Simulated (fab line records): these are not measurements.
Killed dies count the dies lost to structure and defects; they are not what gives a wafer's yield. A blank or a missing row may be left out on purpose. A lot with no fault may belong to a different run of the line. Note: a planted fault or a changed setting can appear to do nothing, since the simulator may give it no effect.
fab line records ; flow nandHarc ; part 1 of 2: steps 1 to 4 of 6
record: lots: 22; wafers: 66; lastDay: 33
route steps=1302 shown A_ZERO_WELL@411 A_SOURCE_PLATE@420 A_ONON_D1@431 A_CHANNEL_HOLE_D1@469 A_CHANNEL_FILL_D1@509
lots with no fault: from the same line, run without faults
startH: hours from the record's first day to the start of the lot's first wafer shown ; waitH: hours from the lot's prior step to this one ; " as in the row above ; L1.1+2: several wafers, shown together as one row ; - no value present, or no start provided ; * or withheld: withheld ; < > ~ a bound
route shown NAME@n: NAME is a module with steps in the file, n the number in the route of the first one ; usual: mean/standard deviation taken from wafers without a fault ; same: alike in all rows ; chamber/n: place in a boat ; sites: per-site readings ; _std_site: standard deviation across them ; _edge_site: outer sites' mean less inner sites' ; radiusMm: for every site, how far away it sits from the centre of the wafer ; mask NAME#n: copy n ; behind: the last tool/chamber to shape the wafer ; hold: what put the lot on hold/how long, in hours/how the hold closed ; device: the transistor (n, p or np) that didn't switch ; end of line: the route-end tests of the same wafers ; step lacking rows: just its recipe ; killed: count of dies lost to structure and defects at first sort (not the wafer's yield) ; map: a wafer's dies, x killed, . not, _ none there
set.NAME: the run value of the setting; set.NAME@STEP: its run value at that earlier step ; model.NAME: the simulator's own value behind a step, which no gauge read
a sample of lots followed through the steps of the route, with each step as a table and each wafer as a row
services: when a tool's chamber went out of use (startH, in hours from the record's first day, below 0 if earlier), for how many hours, and the reason
== steps ==
step: NHARC_A_ZERO_WELL_RTA_16
recipe: tempC: 1000; timeS: 10
usual: lampPowerPct: 28.2/0.43; lamp_zone_3_pct: 28.2/0.43; lamp_zone_4_pct: 28.2/0.44; wafer_temp_C_max: 1006.0/1.7
lot.wafer;tool;chamber;startH;waitH;lampPowerPct;lamp_zone_3_pct;lamp_zone_4_pct;wafer_temp_C_max
L074.1;rtpAnneal-01;0;143.68;-;27.8;27.9;27.8;1009.6
L074.3;rtpAnneal-01;0;143.68;-;27.8;27.8;27.8;1007.1
L074.5;rtpAnneal-01;0;143.68;-;27.8;27.9;27.8;1007.8
L075.3;rtpAnneal-02;0;148.60;-;28.7;28.7;28.7;1004.6
L075.4;rtpAnneal-02;0;148.60;-;28.8;28.7;28.7;1003.9
L075.5;rtpAnneal-02;0;148.60;-;28.7;28.7;28.8;1004.3
L076.2;rtpAnneal-01;0;166.84;-;27.8;27.8;27.9;1008.5
L076.3;rtpAnneal-01;0;166.84;-;27.8;27.8;27.8;1007.7
L076.6;rtpAnneal-01;0;166.84;-;27.9;27.8;27.8;1008.3
L078.2;rtpAnneal-01;0;179.00;-;27.8;27.8;27.8;1006.9
L078.4;rtpAnneal-01;0;179.00;-;27.9;27.9;27.8;1006.7
L078.6;rtpAnneal-01;0;179.00;-;27.9;27.8;27.8;1008.6
L079.1;rtpAnneal-01;0;198.43;-;27.9;27.8;27.8;1008.9
L079.2;rtpAnneal-01;0;198.43;-;27.8;27.8;27.8;1008.3
L079.4;rtpAnneal-01;0;198.43;-;27.8;27.8;27.9;1007.9
L080.4;rtpAnneal-01;0;209.56;-;27.8;27.8;27.9;1006.6
L080.5;rtpAnneal-01;0;209.56;-;27.9;27.8;27.8;1007.0
L080.6;rtpAnneal-01;0;209.56;-;27.9;27.8;27.8;1005.1
L081.1;rtpAnneal-02;0;216.42;-;28.7;28.7;28.8;1005.5
L081.2;rtpAnneal-02;0;216.42;-;28.7;28.8;28.7;1005.2
L081.5;rtpAnneal-02;0;216.42;-;28.7;28.7;28.7;1004.4
L082.1;rtpAnneal-01;0;223.24;0.1;27.8;27.8;27.9;1004.4
L082.4;rtpAnneal-01;0;223.24;0.1;27.8;27.8;27.8;1006.1
L082.5;rtpAnneal-01;0;223.24;0.1;27.9;27.8;27.8;1007.1
L083.1;rtpAnneal-01;0;237.00;-;27.9;27.9;27.9;1007.2
L083.2;rtpAnneal-01;0;237.00;-;27.8;27.8;27.8;1009.3
L083.3;rtpAnneal-01;0;237.00;-;27.8;27.9;27.8;1005.6
L084.1;rtpAnneal-01;0;245.63;-;27.9;27.8;27.8;1005.4
L084.3;rtpAnneal-01;0;245.63;-;27.8;27.8;27.9;1005.5
L084.5;rtpAnneal-01;0;245.63;-;27.9;27.9;27.8;1006.6
L085.1;rtpAnneal-02;0;259.65;-;28.8;28.7;28.8;1003.2
L085.2;rtpAnneal-02;0;259.65;-;28.7;28.7;28.7;1003.0
L085.5;rtpAnneal-02;0;259.65;-;28.8;28.8;28.7;1005.5
L086.1;rtpAnneal-01;0;260.05;-;27.8;27.8;27.8;1007.4
L086.3;rtpAnneal-01;0;260.05;-;27.8;27.9;27.8;1007.1
L086.6;rtpAnneal-01;0;260.05;-;27.9;27.8;27.9;1007.6
L087.3;rtpAnneal-01;0;281.41;-;27.8;27.8;27.9;1006.3
L087.4;rtpAnneal-01;0;281.41;-;27.8;27.8;27.9;1007.1
L087.6;rtpAnneal-01;0;281.41;-;27.8;27.8;27.8;1007.2
L088.1;rtpAnneal-02;0;282.37;-;28.7;28.8;28.8;1004.4
L088.2;rtpAnneal-02;0;282.37;-;28.7;28.7;28.8;1006.3
L088.6;rtpAnneal-02;0;282.37;-;28.8;28.7;28.7;1003.5
L089.1;rtpAnneal-02;0;295.95;-;28.7;28.7;28.8;1004.0
L089.3;rtpAnneal-02;0;295.95;-;28.8;28.7;28.7;1004.5
L089.4;rtpAnneal-02;0;295.95;-;28.7;28.7;28.7;1004.4
L091.1;rtpAnneal-01;0;313.30;-;27.8;27.8;27.8;1005.8
L091.3;rtpAnneal-01;0;313.30;-;27.8;27.8;27.8;1010.4
L091.4;rtpAnneal-01;0;313.30;-;27.8;27.8;27.8;1006.1
L092.2;rtpAnneal-01;0;323.76;-;27.8;27.8;27.8;1008.6
L092.3;rtpAnneal-01;0;323.76;-;27.8;27.8;27.8;1005.9
L092.6;rtpAnneal-01;0;323.76;-;27.9;27.9;27.9;1006.0
L093.2;rtpAnneal-02;0;324.53;-;28.7;28.7;28.7;1004.4
L093.5;rtpAnneal-02;0;324.53;-;28.7;28.7;28.7;1005.5
L093.6;rtpAnneal-02;0;324.53;-;28.7;28.7;28.7;1003.1
L094.3;rtpAnneal-01;0;337.99;-;27.8;27.8;27.8;1005.1
L094.4;rtpAnneal-01;0;337.99;-;27.8;27.9;27.8;1006.4
L094.6;rtpAnneal-01;0;337.99;-;27.8;27.9;27.8;1008.2
L095.2;rtpAnneal-01;0;344.26;-;27.8;27.8;27.8;1006.2
L095.4;rtpAnneal-01;0;344.26;-;27.9;27.8;27.8;1007.1
L095.6;rtpAnneal-01;0;344.26;-;27.9;27.8;27.8;1005.1
L096.3;rtpAnneal-02;0;360.55;-;28.7;28.7;28.7;1004.5
L096.4;rtpAnneal-02;0;360.55;-;28.7;28.7;28.8;1005.6
L096.6;rtpAnneal-02;0;360.55;-;28.7;28.7;28.7;1006.5
L097.2;rtpAnneal-02;0;368.51;-;28.7;28.8;28.8;1003.6
L097.3;rtpAnneal-02;0;368.51;-;28.7;28.8;28.7;1005.2
L097.5;rtpAnneal-02;0;368.51;-;28.7;28.7;28.7;1004.1
step: NHARC_A_SOURCE_PLATE_THK_MEAS_06
recipe: thkMeasGauge: ellipsometry
usual: thkNm: 200.4/2
lot.wafer;tool;chamber;startH;waitH;thkNm
L074.1;filmMetro-01;-;163.85;0.4;199.8
L074.3;filmMetro-01;-;163.85;0.4;199.6
L074.5;filmMetro-01;-;163.85;0.4;202.0
L075.3;filmMetro-01;-;171.32;0.4;199.8
L075.4;filmMetro-01;-;171.32;0.4;200.6
L075.5;filmMetro-01;-;171.32;0.4;200.5
L076.2;filmMetro-01;-;190.87;0.4;195.7
L076.3;filmMetro-01;-;190.87;0.4;196.9
L076.6;filmMetro-01;-;190.87;0.4;196.1
L078.2;filmMetro-01;-;200.12;0.4;201.5
L078.4;filmMetro-01;-;200.12;0.4;200.7
L078.6;filmMetro-01;-;200.12;0.4;203.2
L079.1;filmMetro-01;-;220.13;0.4;200.3
L079.2;filmMetro-01;-;220.13;0.4;196.2
L079.4;filmMetro-01;-;220.13;0.4;197.0
L080.4;filmMetro-02;-;230.19;0.4;201.0
L080.5;filmMetro-02;-;230.19;0.4;201.2
L080.6;filmMetro-02;-;230.19;0.4;198.7
L081.1;filmMetro-02;-;239.01;0.4;199.3
L081.2;filmMetro-02;-;239.01;0.4;200.4
L081.5;filmMetro-02;-;239.01;0.4;201.6
L082.1;filmMetro-02;-;246.73;0.4;198.6
L082.4;filmMetro-02;-;246.73;0.4;198.1
L082.5;filmMetro-02;-;246.73;0.4;198.8
L083.1;filmMetro-01;-;258.14;0.4;197.5
L083.2;filmMetro-01;-;258.14;0.4;199.6
L083.3;filmMetro-01;-;258.14;0.4;200.6
L084.1;filmMetro-01;-;267.96;0.4;200.5
L084.3;filmMetro-01;-;267.96;0.4;202.5
L084.5;filmMetro-01;-;267.96;0.4;199.9
L085.1;filmMetro-01;-;281.31;0.4;199.6
L085.2;filmMetro-01;-;281.31;0.4;200.7
L085.5;filmMetro-01;-;281.31;0.4;201.3
L086.1;filmMetro-02;-;281.34;0.4;200.4
L086.3;filmMetro-02;-;281.34;0.4;200.8
L086.6;filmMetro-02;-;281.34;0.4;200.0
L087.3;filmMetro-02;-;302.28;0.4;199.9
L087.4;filmMetro-02;-;302.28;0.4;198.3
L087.6;filmMetro-02;-;302.28;0.4;196.6
L088.1;filmMetro-02;-;302.30;0.4;198.8
L088.2;filmMetro-02;-;302.30;0.4;203.0
L088.6;filmMetro-02;-;302.30;0.4;201.7
L089.1;filmMetro-02;-;315.52;0.4;198.5
L089.3;filmMetro-02;-;315.52;0.4;201.4
L089.4;filmMetro-02;-;315.52;0.4;202.2
L091.1;filmMetro-01;-;335.05;0.4;203.2
L091.3;filmMetro-01;-;335.05;0.4;204.6
L091.4;filmMetro-01;-;335.05;0.4;204.7
L092.2;filmMetro-02;-;344.30;0.4;199.9
L092.3;filmMetro-02;-;344.30;0.4;201.6
L092.6;filmMetro-02;-;344.30;0.4;203.5
L093.2;filmMetro-01;-;344.30;0.4;204.4
L093.5;filmMetro-01;-;344.30;0.4;201.6
L093.6;filmMetro-01;-;344.30;0.4;203.6
L094.3;filmMetro-01;-;358.02;0.4;202.1
L094.4;filmMetro-01;-;358.02;0.4;200.6
L094.6;filmMetro-01;-;358.02;0.4;200.8
L095.2;filmMetro-02;-;364.32;0.4;201.5
L095.4;filmMetro-02;-;364.32;0.4;202.1
L095.6;filmMetro-02;-;364.32;0.4;201.8
L096.3;filmMetro-01;-;383.40;0.4;200.7
L096.4;filmMetro-01;-;383.40;0.4;203.8
L096.6;filmMetro-01;-;383.40;0.4;202.9
L097.2;filmMetro-01;-;388.93;0.4;199.8
L097.3;filmMetro-01;-;388.93;0.4;204.0
L097.5;filmMetro-01;-;388.93;0.4;204.3
step: NHARC_A_ONON_D1_THK_MEAS_11
recipe: thkMeasGauge: ellipsometry
usual: thkNm: 1001/8.2
lot.wafer;tool;chamber;startH;waitH;thkNm
L074.1;filmMetro-02;-;166.21;-;999
L074.3;filmMetro-02;-;166.21;-;1001
L074.5;filmMetro-02;-;166.21;-;1002
L075.3;filmMetro-01;-;173.71;-;1003
L075.4;filmMetro-01;-;173.71;-;1003
L075.5;filmMetro-01;-;173.71;-;1005
L076.2;filmMetro-01;-;193.20;-;999
L076.3;filmMetro-01;-;193.20;-;1001
L076.6;filmMetro-01;-;193.20;-;1001
L078.2;filmMetro-01;-;202.45;-;992
L078.4;filmMetro-01;-;202.45;-;991
L078.6;filmMetro-01;-;202.45;-;991
L079.1;filmMetro-02;-;222.46;-;988
L079.2;filmMetro-02;-;222.46;-;989
L079.4;filmMetro-02;-;222.46;-;986
L080.4;filmMetro-02;-;232.59;-;1010
L080.5;filmMetro-02;-;232.59;-;1011
L080.6;filmMetro-02;-;232.59;-;1010
L081.1;filmMetro-02;-;241.35;-;1007
L081.2;filmMetro-02;-;241.35;-;1006
L081.5;filmMetro-02;-;241.35;-;1005
L082.1;filmMetro-02;-;249.07;-;1016
L082.4;filmMetro-02;-;249.07;-;1018
L082.5;filmMetro-02;-;249.07;-;1016
L083.1;filmMetro-02;-;260.49;-;994
L083.2;filmMetro-02;-;260.49;-;991
L083.3;filmMetro-02;-;260.49;-;992
L084.1;filmMetro-02;-;270.32;-;996
L084.3;filmMetro-02;-;270.32;-;996
L084.5;filmMetro-02;-;270.32;-;995
L085.1;filmMetro-01;-;283.64;-;997
L085.2;filmMetro-01;-;283.64;-;999
L085.5;filmMetro-01;-;283.64;-;1000
L086.1;filmMetro-02;-;283.70;-;997
L086.3;filmMetro-02;-;283.70;-;997
L086.6;filmMetro-02;-;283.70;-;997
L088.1;filmMetro-01;-;304.63;-;1008
L088.2;filmMetro-01;-;304.63;-;1009
L088.6;filmMetro-01;-;304.63;-;1008
L087.3;filmMetro-02;-;304.64;-;997
L087.4;filmMetro-02;-;304.64;-;998
L087.6;filmMetro-02;-;304.64;-;996
L089.1;filmMetro-01;-;318.78;-;997
L089.3;filmMetro-01;-;318.78;-;998
L089.4;filmMetro-01;-;318.78;-;998
L091.1;filmMetro-01;-;337.48;-;1014
L091.3;filmMetro-01;-;337.48;-;1015
L091.4;filmMetro-01;-;337.48;-;1012
L093.2;filmMetro-02;-;346.64;-;1004
L093.5;filmMetro-02;-;346.64;-;1004
L093.6;filmMetro-02;-;346.64;-;1003
L092.2;filmMetro-01;-;346.65;-;1004
L092.3;filmMetro-01;-;346.65;-;1002
L092.6;filmMetro-01;-;346.65;-;1003
L094.3;filmMetro-02;-;360.38;-;982
L094.4;filmMetro-02;-;360.38;-;982
L094.6;filmMetro-02;-;360.38;-;982
L095.2;filmMetro-01;-;366.69;-;1012
L095.4;filmMetro-01;-;366.69;-;1010
L095.6;filmMetro-01;-;366.69;-;1011
L096.3;filmMetro-01;-;385.74;-;1009
L096.4;filmMetro-01;-;385.74;-;1011
L096.6;filmMetro-01;-;385.74;-;1010
L097.2;filmMetro-02;-;391.28;-;1001
L097.3;filmMetro-02;-;391.28;-;999
L097.5;filmMetro-02;-;391.28;-;1001
step: NHARC_A_CHANNEL_HOLE_D1_ETCH_16
recipe: targetDepthA: 31000; overEtchFrac: 0.3; timeS: 806; ionEnergyEv: 150; o2FlowSccm: 400; cosFlowSccm: 20; arFlowSccm: 0; rfW: 500; biasW: 300; chemistry: O2/COS
usual: cosFlowSccm: 20.00/0.061; drypumpMotorCurrentA: 5.7/0.44; o2FlowSccm: 400.1/1.1; oesProductAu: 1.004/0.007; rfVppV: 314.1/2; showerheadPlenumPTorr: 3.11/0.13; throttleValvePct: 28.330/0.0081
lot.wafer;tool;chamber;startH;waitH;cosFlowSccm;drypumpMotorCurrentA;o2FlowSccm;oesProductAu;rfHoursCounterH;rfVppV;showerheadPlenumPTorr;throttleValvePct
L074.1;rieDiel-09;3;-;-;19.93;5.2;400.6;1.009;2;315.2;3.14;28.320
L074.3;rieDiel-09;2;-;-;20.00;5.9;400.3;1.001;2;314.9;3.20;28.335
L074.5;rieDiel-09;0;-;-;19.95;5.9;401.4;1.013;-;317.2;3.33;28.333
L075.4;rieDiel-09;1;-;-;20.00;5.5;399.9;1.002;3;311.3;2.94;28.328
L075.3;rieDiel-09;2;-;-;19.98;5.9;397.7;1.006;3;316.1;3.20;28.331
L075.5;rieDiel-09;1;-;-;19.99;5.4;397.5;1.003;-;311.8;2.94;28.324
L076.2;rieDiel-08;3;-;-;19.87;6.4;400.1;0.998;6;316.7;3.20;28.336
L076.3;rieDiel-08;0;-;-;19.94;5.3;401.2;1.003;4;314.3;3.20;28.334
L076.6;rieDiel-08;3;-;-;19.95;6.5;399.0;1.003;-;316.3;3.20;28.337
L078.2;rieDiel-09;0;-;-;19.94;5.9;398.9;0.994;6;318.3;3.33;28.323
L078.4;rieDiel-09;1;-;-;20.05;5.4;398.2;1.009;6;311.5;2.94;28.324
L078.6;rieDiel-09;1;-;-;20.13;5.5;399.3;1.000;-;312.3;2.94;28.322
L079.1;rieDiel-09;2;-;-;19.88;5.9;398.7;1.004;7;315.3;3.20;28.334
L079.4;rieDiel-09;0;-;-;19.99;5.9;400.6;0.994;8;316.6;3.33;28.319
L079.2;rieDiel-09;1;-;-;20.03;5.5;399.6;1.001;7;312.1;2.94;28.333
L080.4;rieDiel-08;0;-;-;20.05;5.3;398.9;1.014;14;314.5;3.19;28.326
L080.5;rieDiel-08;1;-;-;19.91;6.5;400.1;1.008;-;312.3;2.97;28.328
L080.6;rieDiel-08;2;-;-;19.93;5.6;399.7;1.016;-;311.0;2.90;28.333
L081.1;rieDiel-09;1;-;-;20.06;5.5;400.1;1.012;8;309.9;2.94;28.323
L081.2;rieDiel-09;2;-;-;20.05;5.9;399.8;1.003;9;315.1;3.20;28.323
L081.5;rieDiel-09;1;-;-;20.03;5.4;398.6;0.996;-;310.7;2.94;28.330
L082.4;rieDiel-08;0;-;-;19.97;5.3;401.4;0.987;19;315.5;3.19;28.323
L082.1;rieDiel-08;2;-;-;20.02;5.6;401.6;1.002;20;310.5;2.90;28.347
L082.5;rieDiel-08;0;-;-;20.04;5.3;400.8;1.003;-;315.2;3.19;28.332
L083.2;rieDiel-05;0;-;-;20.04;5.4;400.6;1.005;15;313.5;3.10;28.329
L083.3;rieDiel-05;2;-;-;19.97;5.1;401.5;1.010;14;313.8;3.05;28.334
L083.1;rieDiel-05;3;-;-;20.10;5.2;400.9;1.013;14;314.2;3.12;28.335
L084.1;rieDiel-09;1;-;-;19.96;5.5;400.0;1.011;10;312.4;2.94;28.327
L084.3;rieDiel-09;2;-;-;20.06;5.9;399.9;1.003;11;314.6;3.20;28.343
L084.5;rieDiel-09;3;-;-;19.99;5.2;401.6;1.007;-;315.3;3.13;28.329
L086.1;rieDiel-09;3;-;-;19.95;5.2;398.2;1.011;13;315.1;3.13;28.332
L086.3;rieDiel-09;0;-;-;19.96;5.9;399.4;1.006;12;316.5;3.33;28.331
L086.6;rieDiel-09;2;-;-;20.06;5.9;399.0;1.001;-;313.7;3.20;28.319
L085.2;rieDiel-05;2;-;-;20.04;5.1;402.1;1.007;21;313.2;3.05;28.313
L085.1;rieDiel-05;3;-;-;19.95;5.2;400.3;1.001;22;313.9;3.12;28.329
L085.5;rieDiel-05;1;-;-;20.03;5.4;398.9;1.010;-;314.8;3.02;28.325
L088.2;rieDiel-05;2;-;-;20.04;5.1;400.9;1.012;25;314.2;3.05;28.327
L088.1;rieDiel-05;0;-;-;19.97;5.4;399.3;1.004;28;313.6;3.10;28.320
L088.6;rieDiel-05;3;-;-;20.05;5.2;400.1;1.017;-;313.5;3.12;28.323
L087.3;rieDiel-08;0;-;-;20.02;5.3;400.0;1.001;34;315.0;3.18;28.329
L087.4;rieDiel-08;2;-;-;19.94;5.6;399.0;1.006;35;312.2;2.89;28.326
L087.6;rieDiel-08;3;-;-;20.07;6.5;400.9;1.007;-;315.4;3.19;28.332
L089.1;rieDiel-08;2;-;-;19.99;5.5;399.2;0.993;44;312.0;2.89;28.309
L089.4;rieDiel-08;0;-;-;20.06;5.3;400.6;0.992;39;315.3;3.18;28.330
L089.3;rieDiel-08;1;-;-;20.01;6.5;400.0;0.991;41;310.7;2.95;28.338
L091.4;rieDiel-08;0;-;-;20.05;5.3;399.8;0.998;47;315.3;3.17;28.329
L091.1;rieDiel-08;1;-;-;20.00;6.6;397.5;0.995;50;312.7;2.95;28.315
L091.3;rieDiel-08;2;-;-;20.06;5.6;399.2;1.003;54;310.2;2.88;28.328
L093.2;rieDiel-05;3;-;-;19.93;5.2;401.7;1.008;46;313.9;3.11;28.330
L093.5;rieDiel-05;3;-;-;19.99;5.2;400.6;1.003;-;315.2;3.11;28.336
L093.6;rieDiel-05;0;-;-;20.10;5.4;400.1;1.008;-;314.0;3.09;28.333
L092.3;rieDiel-09;3;-;-;20.03;5.3;400.7;1.008;3;314.0;3.13;28.326
L092.2;rieDiel-09;2;-;-;19.91;5.9;398.2;1.008;3;315.4;3.20;28.331
L092.6;rieDiel-09;3;-;-;20.06;5.2;401.7;1.021;-;314.4;3.13;28.335
L094.3;rieDiel-05;0;-;-;20.02;5.4;399.8;1.006;50;315.7;3.09;28.322
L094.4;rieDiel-05;3;-;-;20.00;5.2;398.2;1.000;51;315.3;3.11;28.307
L094.6;rieDiel-05;0;-;-;20.04;5.4;401.1;0.996;-;313.4;3.09;28.330
L095.2;rieDiel-08;0;-;-;20.01;5.3;400.5;1.004;1;314.8;3.17;28.309
L095.4;rieDiel-08;2;-;-;20.00;5.6;401.0;0.991;1;316.8;3.37;28.319
L095.6;rieDiel-08;3;-;-;20.04;6.5;399.8;0.993;-;315.4;3.18;28.327
L096.3;rieDiel-08;1;-;-;20.03;6.5;400.8;1.003;7;312.7;2.95;28.326
L096.4;rieDiel-08;2;-;-;19.99;5.6;400.4;0.987;6;319.1;3.37;28.322
L096.6;rieDiel-08;1;-;-;20.01;6.5;398.8;1.004;-;311.9;2.95;28.327
L097.3;rieDiel-09;3;-;-;20.00;5.2;402.3;1.008;5;313.7;3.13;28.331
L097.2;rieDiel-09;0;-;-;19.91;5.9;400.9;1.010;4;316.6;3.32;28.343
L097.5;rieDiel-09;0;-;-;20.00;5.9;400.4;1.009;-;318.1;3.32;28.333
